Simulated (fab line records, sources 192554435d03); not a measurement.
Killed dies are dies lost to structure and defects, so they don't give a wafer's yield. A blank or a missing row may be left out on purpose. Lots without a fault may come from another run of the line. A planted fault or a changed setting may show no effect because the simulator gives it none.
Chamber matching | flow n5_finfet | N5_BEOL_M11_DESCUM_16 on rie_diel-03: 4 sister chambers
The step chemistry O2, time 7.9 s. 22 wafers are shown with their chamber, then 11 later ones without.

WAFERS WITH THEIR CHAMBER
wafer  | chamber | showerhead_plenum_p_Torr (Torr) | throttle_valve_pct (%) | oes_product_au (a.u.)
L074.2 | 1       | 2.15                            | 20.48                  | 0.72
L074.3 | 3       | 2.13                            | 20.34                  | 0.87
L074.4 | 0       | 2.05                            | 19.95                  | 0.90
L080.3 | 0       | 2.05                            | 19.96                  | 0.90
L080.4 | 2       | 2.21                            | 20.23                  | 0.84
L080.5 | 1       | 2.15                            | 20.49                  | 0.71
L082.1 | 2       | 2.21                            | 20.25                  | 0.84
L082.4 | 0       | 2.05                            | 19.97                  | 0.89
L082.6 | 1       | 2.15                            | 20.50                  | 0.71
L081.1 | 2       | 2.21                            | 20.25                  | 0.84
L081.2 | 1       | 2.15                            | 20.52                  | 0.72
L081.3 | 0       | 2.05                            | 19.97                  | 0.90
L081.4 | 3       | 2.13                            | 20.37                  | 0.85
L081.5 | 0       | 2.05                            | 19.97                  | 0.89
L081.6 | 1       | 2.15                            | 20.50                  | 0.71
L085.1 | 0       | 2.05                            | 19.97                  | 0.88
L085.2 | 3       | 2.13                            | 20.38                  | 0.85
L085.3 | 1       | 2.14                            | 20.50                  | 0.71
L085.4 | 2       | 2.20                            | 20.25                  | 0.83
L085.5 | 1       | 2.14                            | 20.50                  | 0.70
L085.6 | 2       | 2.20                            | 20.24                  | 0.83
L084.1 | 2       | 2.20                            | 20.27                  | 0.83

SIGNATURES (means of the wafers above)
reading                  | chamber 0 | chamber 1 | chamber 2 | chamber 3 | scatter within a chamber
showerhead_plenum_p_Torr | 2.0500    | 2.1471    | 2.2050    | 2.1300    | 0.00403
throttle_valve_pct       | 19.9650   | 20.4986   | 20.2483   | 20.3633   | 0.0129
oes_product_au           | 0.8933    | 0.7114    | 0.8350    | 0.8567    | 0.00759
Rule: a wafer's distance from a chamber is the root of the sum, over the readings, of the square of ((its reading less the chamber's mean) divided by the reading's scatter). The wafer belongs to the nearest chamber; if the next one is less than 2 further off, it can't be placed. The scatter: the root of (the sum of the squares of (reading less its chamber's mean) over the shown wafers, divided by (wafers less chambers)).

WAFERS WITHOUT THEIR CHAMBER
wafer  | showerhead_plenum_p_Torr (Torr) | throttle_valve_pct (%) | oes_product_au (a.u.)
L084.2 | 2.05                            | 19.95                  | 0.88
L084.6 | 2.05                            | 19.97                  | 0.89
L092.1 | 2.12                            | 20.40                  | 0.82
L092.2 | 2.20                            | 20.28                  | 0.82
L092.3 | 2.04                            | 19.99                  | 0.86
L092.4 | 2.20                            | 20.26                  | 0.81
L092.5 | 2.04                            | 19.98                  | 0.86
L092.6 | 2.12                            | 20.40                  | 0.83
L097.3 | 2.12                            | 20.40                  | 0.82
L097.4 | 2.04                            | 20.01                  | 0.85
L097.6 | 2.04                            | 20.00                  | 0.85

WHICH CHAMBER EACH WENT THROUGH
wafer  | from the rows above | in truth
L084.2 | 0                   | 0
L084.6 | 0                   | 0
L092.1 | 3                   | 3
L092.2 | 2                   | 2
L092.3 | 0                   | 0
L092.4 | 2                   | 2
L092.5 | 0                   | 0
L092.6 | 3                   | 3
L097.3 | 3                   | 3
L097.4 | 0                   | 0
L097.6 | 0                   | 0
Placed correctly: 11 of 11. Can't be placed from these rows: 0. Placed wrongly: 0.
